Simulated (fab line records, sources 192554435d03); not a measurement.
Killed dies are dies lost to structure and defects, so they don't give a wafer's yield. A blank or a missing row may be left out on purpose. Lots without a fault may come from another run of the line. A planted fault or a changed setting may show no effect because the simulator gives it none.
Problem report in the 8D (eight disciplines) form, filled by code | flow n5_finfet | the parts of the form that need people (team, actions taken, sign-off) are left out

1. THE PROBLEM
etch_rf_on_time_s at N5_BEOL_M3_ETCH_69 reads a mean of 19.1 s on 4 wafers of 3 lots; wafers without a fault read 26.0 s with a standard deviation of 0.57. That is -12 standard deviations from the usual mean.
The step: etches SiARC in CF4, target depth 15.6 nm, time 26 s.
First seen on wafer L472.1, day 9 17:28, on rie_diel-04. The record holds 24 wafers of 9 lots with a number at this step. Rule for "out", or "out of limits": more than 4 standard deviations from the usual mean. The other wafers with a number count as sound.

2. WHAT IT IS AND WHAT IT IS NOT
question                    | is                             | is not
which readings at this step | etch_rf_on_time_s              | drypump_motor_current_A, rf_vpp_V, showerhead_plenum_p_Torr, throttle_valve_pct
which lots                  | L472, L474, L476               | L465, L468, L481, L484, L485, L487
which wafers of those lots  | L472.1, L474.4, L476.1, L476.4 | L472.2, L474.2
read on which tools         | rie_diel-04                    | rie_diel-01, rie_diel-06
when                        | from day 9 17:28               | up to then (7 sound wafers); but 13 sound wafers of L474, L481, L484, L485, L487 came after

3. SUSPECTS, AND WHAT RULES EACH OUT
Counting: a tool at a process step up to the reading stays a suspect if it ran every lot that is out. Sound lots after the first of them don't rule it out here, since some wafers of a struck lot are sound.
- rie_diel-04 at N5_BEOL_M3_ETCH_69 (etches SiARC in CF4, target depth 15.6 nm, time 26 s): kept. It ran every lot that is out, first L472 (day 9 17:28); its last sound lot up to then is L465 (day 7 07:13). Its own readings are out on those wafers: etch_rf_on_time_s.
- Within rie_diel-04 at N5_BEOL_M3_ETCH_69: the wafers that are out ran in chambers 0, 2; their sound lot-mates ran in chamber 3.
Left after counting: rie_diel-04 at N5_BEOL_M3_ETCH_69.

4. THE CAUSE (what the simulator had put in)
Process parameter drift: rie_diel-04, from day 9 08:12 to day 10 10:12, at N5_BEOL_M3_ETCH_69. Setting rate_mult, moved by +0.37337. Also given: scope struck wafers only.
Counting left only this tool.

5. THE CHAIN OF EFFECTS, in route order
Each row: a reading whose mean over the struck wafers that have a number lies more than 3 standard deviations from the usual. Only readings for which the record gives a usual standard deviation are gone through. hours: the time from each lot's start at the first step in this table that gives one to its start at this step, as a median over the lots. sigmas: the change in usual standard deviations.
hours | step               | reading           | usual  | on struck wafers | change | sigmas
0     | N5_BEOL_M3_ETCH_69 | etch_rf_on_time_s | 26.0 s | 19.1             | -6.9   | -12
The process steps in it:
- N5_BEOL_M3_ETCH_69: etches SiARC in CF4, target depth 15.6 nm, time 26 s.
Later measuring or inspecting steps at which every struck wafer that the step has a row for has a number for every such reading, and none has moved that far: N5_BEOL_M4_RC_MEAS_101.

6. WHAT WOULD HAVE CAUGHT IT SOONER
In this record the first reading out of limits was taken at day 9 17:28, 9 hours after the fault began at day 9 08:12.
